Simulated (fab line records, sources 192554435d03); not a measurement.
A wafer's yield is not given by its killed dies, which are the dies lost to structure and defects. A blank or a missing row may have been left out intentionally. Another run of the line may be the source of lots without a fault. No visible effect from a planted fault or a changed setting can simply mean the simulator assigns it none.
Split-lot experiment + flow n5-finfet + 7 lots, 21 wafers read, on a route of 1938 steps

SPLIT DETAILS
At N5_BEOL_M13_COAT_58 (time 60 s, resist thk 89 nm), the setting spin-rpm was moved away from the recipe's 1500 rpm on 8 of the 21 wafers read, by +3.8% to +9.1%. This setting was run at the recipe's value on the other wafers.

The split's own step is where the reading is taken.

THE READING
BARC_of_BEOL_M13_COAT_58.thk-nm (the simulator's own value, which no gauge read), in nm, at N5_BEOL_M13_COAT_58 (time 60 s, resist thk 89 nm). The file does not state a usual value for it. Average 88.9 nm, standard deviation 0.31 nm, over the 13 wafers here run with the recipe.

| wafer  | tool, chamber at the split | spin-rpm as run, rpm | against the recipe | BARC_of_BEOL_M13_COAT_58.thk-nm, nm | against lot-mates on the recipe |
|--------|----------------------------|----------------------|--------------------|-------------------------------------|---------------------------------|
| L075.3 | litho-track-02, 0          | 1500                 | recipe             | 88.6                                | -                               |
| L075.4 | litho-track-02, 0          | 1500                 | recipe             | 88.8                                | -                               |
| L075.6 | litho-track-02, 0          | 1500                 | recipe             | 88.4                                | -                               |
| L076.2 | litho-track-03, 0          | 1557                 | +3.8%              | 86.6                                | -1.8                            |
| L076.3 | litho-track-03, 0          | 1557                 | +3.8%              | 86.8                                | -1.6                            |
| L076.5 | litho-track-03, 0          | 1500                 | recipe             | 88.4                                | -                               |
| L078.3 | litho-track-02, 0          | 1500                 | recipe             | 89.4                                | -                               |
| L078.4 | litho-track-02, 0          | 1500                 | recipe             | 89.4                                | -                               |
| L078.6 | litho-track-02, 0          | 1601                 | +6.7%              | 86.4                                | -3.0                            |
| L081.1 | litho-track-04, 0          | 1609                 | +7.3%              | 86                                  | -3.0                            |
| L081.2 | litho-track-04, 0          | 1500                 | recipe             | 89                                  | -                               |
| L081.5 | litho-track-04, 0          | 1609                 | +7.3%              | 85.8                                | -3.2                            |
| L086.1 | litho-track-04, 0          | 1500                 | recipe             | 89                                  | -                               |
| L086.2 | litho-track-04, 0          | 1500                 | recipe             | 89                                  | -                               |
| L086.4 | litho-track-04, 0          | 1500                 | recipe             | 89                                  | -                               |
| L087.1 | litho-track-04, 0          | 1637                 | +9.1%              | 85                                  | -3.8                            |
| L087.3 | litho-track-04, 0          | 1500                 | recipe             | 89                                  | -                               |
| L087.4 | litho-track-04, 0          | 1500                 | recipe             | 88.6                                | -                               |
| L096.3 | litho-track-04, 0          | 1500                 | recipe             | 89                                  | -                               |
| L096.4 | litho-track-04, 0          | 1632                 | +8.8%              | 85.4                                | -3.6                            |
| L096.5 | litho-track-04, 0          | 1632                 | +8.8%              | 85                                  | -4.0                            |

FIT RESULTS
A straight line over all 21 wafers: BARC_of_BEOL_M13_COAT_58.thk-nm changes by -0.419 nm for each +1% of spin-rpm; r = -0.98; the points scatter about the line by 0.34 nm.
The same after taking each lot's own level away (the mean of its wafers on the recipe; 21 wafers): -0.429 nm for each +1%; r = -1.00; scatter 0.13 nm.
On that fit, the largest move of spin-rpm shifts the reading by 3.9 nm.
From 88.40 to 89.40 nm: that is the span of the lots' own levels, equal to 3.2 times the standard deviation above.
The two slopes agree, so the slope changes little with the lot-to-lot level.
Check: with one of the wafers moved furthest among these (+9.1%) left out of the fit, the line predicts -3.96 nm for it against its lot-mates. Against them it came out at -3.8 nm.

FURTHER SPLITS ON THESE WAFERS
Other splits were also applied to these wafers ahead of the reading. Each is held against what the fit with the lots' levels taken away leaves over:
| other split on the same wafers | wafers away from the commonest value | r with BARC_of_BEOL_M13_COAT_58.thk-nm (lot level and that fit taken away) |
|--------------------------------|--------------------------------------|----------------------------------------------------------------------------|
| N5_BEOL_M11_EXPOSE_08 dose-mj  | 8                                    | +0.52                                                                      |
| N5_BEOL_M12_ILD_DEP_00 time-s  | 4                                    | -0.15                                                                      |

FILE'S OWN FIT
BARC_of_BEOL_M13_COAT_58.thk-nm changes by -0.429 nm for each +1% of spin-rpm, r = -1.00.
